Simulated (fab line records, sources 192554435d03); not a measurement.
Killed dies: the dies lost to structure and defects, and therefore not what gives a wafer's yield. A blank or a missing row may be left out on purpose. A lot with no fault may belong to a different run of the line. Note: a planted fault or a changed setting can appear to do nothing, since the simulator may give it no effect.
A struck lot beside a sound one    flow n5 finfet    38 out of 1938 route steps
Sound: wafers L610.1, L610.3, L610.6. Struck: wafers L613.2, L613.3, L613.5. Last of all comes the cause.
Each step with rows lists, per side, the tool, then ch with its chambers, then its first start. Under that, the readings that differ: sound wafers    struck wafers    difference of the means    sigmas: that difference in standard deviations of wafers without a fault.
alike: readings with means less than 2 such deviations apart, plus words and numbers identical on both sides. not compared: withheld readings, readings lacking a value on some wafer, bounds such as >300 that could conceal the same value, and numbers that have no deviation in the record and whose values overlap.
The two part at a step that has a row with sigmas, a row that says differs or no value, or rows on one side only. When numbers do not overlap yet have no deviation, they are printed without sigmas and do not part them. A reading missing from all wafers of one side parts the sides only when that side holds two or more wafers.

first, 10 steps without rows for these wafers: N5_HKMG_FIN_DESCUM_53 (chemistry O2, time 7.9 s); N5_HKMG_FIN_ETCH_54 (etches SiARC in CF4, target depth 45.5 nm, time 75.8 s); N5_HKMG_FIN_ETCH_55 (etches SOC in N2/H2, target depth 240 nm, time 300 s); N5_HKMG_FIN_STRIP_56 (strips in N2/H2); N5_HKMG_FIN_STRIP_57 (strips in CF4); N5_HKMG_FIN_ETCH_58 (etches SOC in N2/H2, target depth 215.8 nm, time 741 s); N5_HKMG_FIN_STRIP_93 (strips SOC in N2/H2, time 20 s); N5_HKMG_FIN_WET_ETCH_76 (etches Al2O3 in dNH4OH, stops on La2O3, target depth 2.25 nm, rinse time 30 s); N5_HKMG_FIN_STRIP_60 (strips in N2/H2, time 360 s); N5_HKMG_FIN_WET_ETCH_77 (etches La2O3 in dHCl, stops on HfO2, target depth 2 nm).
N5_HKMG_FIN_WET_ETCH_78: etches Al2O3 in dNH4OH, stops on La2O3, target depth 4.5 nm, rinse time 30 s.
  sound on wet bench-05 ch 3,5,6, day 6 12:46; struck on wet bench-04 ch 0,6,7, day 7 06:53
  no value came back on the struck wafers for bath heat duty pct (%), rinse temp c (C); on the sound wafers bath heat duty pct (%) reads 6.9 6.0 6.9
reading                                     sound  struck  difference  sigmas
model.Al2O3_of_HKMG_FIN_ALD_75.thk nm (nm)  0 0 0  1 1 1   +1          
then, 25 steps without rows for these wafers: N5_HKMG_FIN_ALD_79 (deposits TiN, target thk 1.5 nm, pulse time 1 s, purge time 3 s); N5_HKMG_FIN_CVD_62 (deposits a-Si from Si2H6, target thk 3 nm, time 20.8 s); N5_HKMG_FIN_RTA_80 (time 2 s); N5_HKMG_FIN_PRECLEAN_64 (cleans in dHF, time 30 s); N5_HKMG_FIN_WET_ETCH_65 (etches a-Si in TMAH, stops on TiN, time 49 s, target depth 3 nm); N5_HKMG_FIN_WET_ETCH_81 (etches TiN in SC1, stops on HfO2, time 57 s, target depth 6 nm); N5_HKMG_FIN_WET_ETCH_82 (etches La2O3 in dHCl, stops on HfO2, target depth 2 nm, rinse time 30 s); N5_HKMG_FIN_ALD_36 (deposits TiN, target thk 1 nm, pulse time 1 s, purge time 3 s); N5_HKMG_FIN_PWFM_ALD_03 (deposits TiN, target thk 2 nm, pulse time 1 s, purge time 3 s); N5_HKMG_FIN_COAT_29 (time 60 s, resist thk 300 nm); N5_HKMG_FIN_COAT_30 (time 60 s, resist thk 35 nm); N5_HKMG_FIN_COAT_06 (resist thk 90 nm); N5_HKMG_FIN_EBR_08; N5_HKMG_FIN_SOFTBAKE_07 (time 60 s); N5_HKMG_FIN_EXPOSE_09 (exposes mask NWFM); N5_HKMG_FIN_PEB_10 (peb time 60 s); N5_HKMG_FIN_DEVELOP_11 (develop time 30 s); N5_HKMG_FIN_DESCUM_17 (chemistry O2, time 7.9 s); N5_HKMG_FIN_ETCH_31 (etches SiARC in CF4, target depth 45.5 nm, time 75.8 s); N5_HKMG_FIN_ETCH_32 (etches SOC in N2/H2, target depth 240 nm, time 300 s); N5_HKMG_FIN_STRIP_33 (strips in N2/H2); N5_HKMG_FIN_STRIP_34 (strips in CF4); N5_HKMG_FIN_ETCH_35 (etches SOC in N2/H2, target depth 215.8 nm, time 243.4 s); N5_HKMG_FIN_STRIP_92 (strips SOC in N2/H2, time 20 s); N5_HKMG_FIN_WET_ETCH_18 (etches TiN in SC1, time 55 s, target depth 5.2 nm, rinse time 30 s).
-- record jumps: 6 days separate the struck wafers' starts on either side; left off in module HKMG_FIN, taken up again in module BEOL_M4, whose first shown step is the route's number 1111 --
N5_BEOL_M4_RC_MEAS_101:
  sound on prober-01 ch 0, day 12 19:11; struck on prober-01 ch 0, day 13 17:13
reading              sound                       struck                     difference  sigmas
DIBL_P (mV/V)        36.2 35.3 37.4              47.9 49.8 48.6             +12.5       +9
EOT_P                10.30 10.43 10.43           14.87 14.78 15.00          +4.50       +46
IGATE_P (nA/um)      0.0040 0.0045 0.0039        0.0000 0.0000 0.0000       -0.0041     -8
IOFF_P (nA/um)       0.202 0.196 0.225           4.228 4.645 4.488          +4.246      +99 or more
IOFF_P_85C (nA/um)   3.5 3.4 3.9                 44.4 48.6 46.9             +43.0       +99 or more
IOFF_P_LIN (nA/um)   0.098 0.094 0.106           1.956 2.092 2.021          +1.924      +99 or more
IOFF_P_LONG (nA/um)  0.000104 0.000106 0.000107  0.000678 0.000667 0.00068  +0.000569   +58
ION_P (uA/um)        461 459 460                 498 502 500                +40         +6
SS_P (mV/dec)        72.7 73.3 73.7              75.9 76.3 76.2             +2.9        +5
VT_N_LVT (mV)        96.3 99.4 96.1              162.4 158.1 159.2          +62.6       +22
VT_P (mV)            -249 -250 -249              -179 -178 -178             +71         +23
VT_P_LONG (mV)       -277 -274 -275              -216 -215 -216             +60         +18
VT_P_LVT (mV)        -100.8 -100.0 -98.7         -91.2 -91.0 -91.9          +8.5        +3
  alike: DIBL_N, IOFF_N, ION_N, SS_N, VT_N
-- a jump in the record: the struck wafers' starts before and after are 5 days apart (it breaks off in module BEOL_M4 and resumes in module PASSIVATION, where the first step shown is number 1936 of the route) --
N5_PASSIVATION_PROBE_49:
  sound: prober-02 at day 17 09:19; struck: prober-01 at day 18 10:45
reading                 sound           struck             difference  sigmas
sort_bin_4_leakage (%)  0 0 0           93.81 90.76 91.69  +92.09      
sort n pass             1094 1082 1063  0 0 0              -1080       -60
sort yield pct (%)      92.7 91.7 90.1  0 0 0              -92         -57
  alike: defect limited yield, killed_at_M0_to_M3, killed_at_M4_up, killed at contacts, killed at front end, killed at other, killed dies, killed open, killed short, sort_bin_5_function, sort_bin_6_memory

## WHERE THEY PART
At N5_HKMG_FIN_WET_ETCH_78 first; at N5_PASSIVATION_PROBE_49 last (within this record only).

WHY: what the simulator had put in
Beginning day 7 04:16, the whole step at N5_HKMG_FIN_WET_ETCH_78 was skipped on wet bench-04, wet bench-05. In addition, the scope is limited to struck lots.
